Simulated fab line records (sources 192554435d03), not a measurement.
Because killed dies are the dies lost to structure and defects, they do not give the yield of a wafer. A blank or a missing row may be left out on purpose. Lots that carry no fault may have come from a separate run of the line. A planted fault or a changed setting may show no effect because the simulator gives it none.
Code-filled problem report in 8D (eight disciplines) form	flow n5Finfet	the parts of the form that need people (team, actions taken, sign-off) are left out

## 1. PROBLEM STATEMENT
N5_MIM_TOP_SPUTTER_03, cathodeDcPowerW: mean 3427.9 W over 1 wafer from 1 lot; wafers with no fault: 3000.0 W, standard deviation 0.53. So: +99 or more standard deviations from the usual mean.
The step: material TiN, target thk 35 nm, time 89.7 s.
The first sign was on wafer L763.6 at day 13 19:11, on pvdSputter-03. At this step, 30 wafers from 10 lots have a number in the record. Rule for "out" (also "out of limits"): further than 4 standard deviations from the usual mean. Any other wafer with a number is counted as sound.

## 2. WHAT IT IS AND WHAT IT IS NOT
question	is	is not
which readings at this step	cathodeDcPowerW	throttleValvePct
which lots	L763	L758, L759, L760, L761, L762, L770, L771, L776, L778
which wafers of those lots	L763.6	L763.3, L763.5
read on which tools	pvdSputter-03	pvdSputter-01, pvdSputter-02
when	from day 13 19:11	up to then (17 sound wafers); but 12 sound wafers of L770, L771, L776, L778 came after

## 3. SUSPECTS, AND WHAT RULES EACH OUT
Counting: if a tool at a process step up to the reading ran every lot that is out, it stays a suspect. Sound lots after the first of them don't rule it out here, since some wafers of a struck lot are sound.
- pvdSputter-01 at N5_BEOL_M15_SPUTTER_43 (material TaN, target thk 15 nm, time 24.19 s): kept. It processed L763, the lot that is out, at day 13 15:23, and its most recent sound lot before then was L758 at day 12 00:26.
- pvdSputter-03 at N5_MIM_TOP_DEGAS_04 (time 60 s): kept. It processed L763, the lot that is out, at day 13 19:08, and its most recent sound lot before then was L762 at day 13 13:19.
- pvdSputter-03 at N5_MIM_TOP_SPUTTER_03 (material TiN, target thk 35 nm, time 89.7 s): kept. It processed L763, the lot that is out, at day 13 19:11, and its most recent sound lot before then was L762 at day 13 13:22. Out on those wafers are its own readings of cathodeDcPowerW.
After the count, these remain: pvdSputter-01 at N5_BEOL_M15_SPUTTER_43, pvdSputter-03 at N5_MIM_TOP_DEGAS_04 and pvdSputter-03 at N5_MIM_TOP_SPUTTER_03.

## 4. THE CAUSE (what the simulator had put in)
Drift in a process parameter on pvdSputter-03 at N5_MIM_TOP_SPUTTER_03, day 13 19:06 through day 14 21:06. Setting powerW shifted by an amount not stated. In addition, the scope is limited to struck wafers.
3 suspects survive the count, and this tool is in that group.

## 5. THE CHAIN OF EFFECTS, in route order
One row per reading whose mean, taken over the struck wafers that have a number, lies over 3 standard deviations from the usual. Only readings whose record carries a usual standard deviation are examined. hours: median over the lots of the time between each lot's start at the first step of this table that gives one and its start at this step. sigmas: the change, counted in usual standard deviations.
hours	step	reading	usual	on struck wafers	change	sigmas
0	N5_MIM_TOP_SPUTTER_03	cathodeDcPowerW	3000.0 W	3427.9	+427.9	+99 or more
11	N5_PASSIVATION_PROBE_49	defectLimitedYield	91.0 %	2.1	-88.9	-64
11	N5_PASSIVATION_PROBE_49	killedAtOther	3.2	1074.0	+1070.8	+99 or more
11	N5_PASSIVATION_PROBE_49	killedDies	107	1155	+1048	+62
11	N5_PASSIVATION_PROBE_49	killedOnRim	15	134	+119	+29
11	N5_PASSIVATION_PROBE_49	sortNPass	1073	25	-1048	-62
11	N5_PASSIVATION_PROBE_49	sortYieldPct	90.9 %	2.1	-88.8	-63
It contains these process steps:
- N5_MIM_TOP_SPUTTER_03: material TiN, target thk 35 nm, time 89.7 s.
- N5_PASSIVATION_PROBE_49

## 6. HOW IT WOULD HAVE BEEN CAUGHT EARLIER
First out-of-limits reading in this record: day 13 19:11, which is 0 hours after fault onset at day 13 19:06.
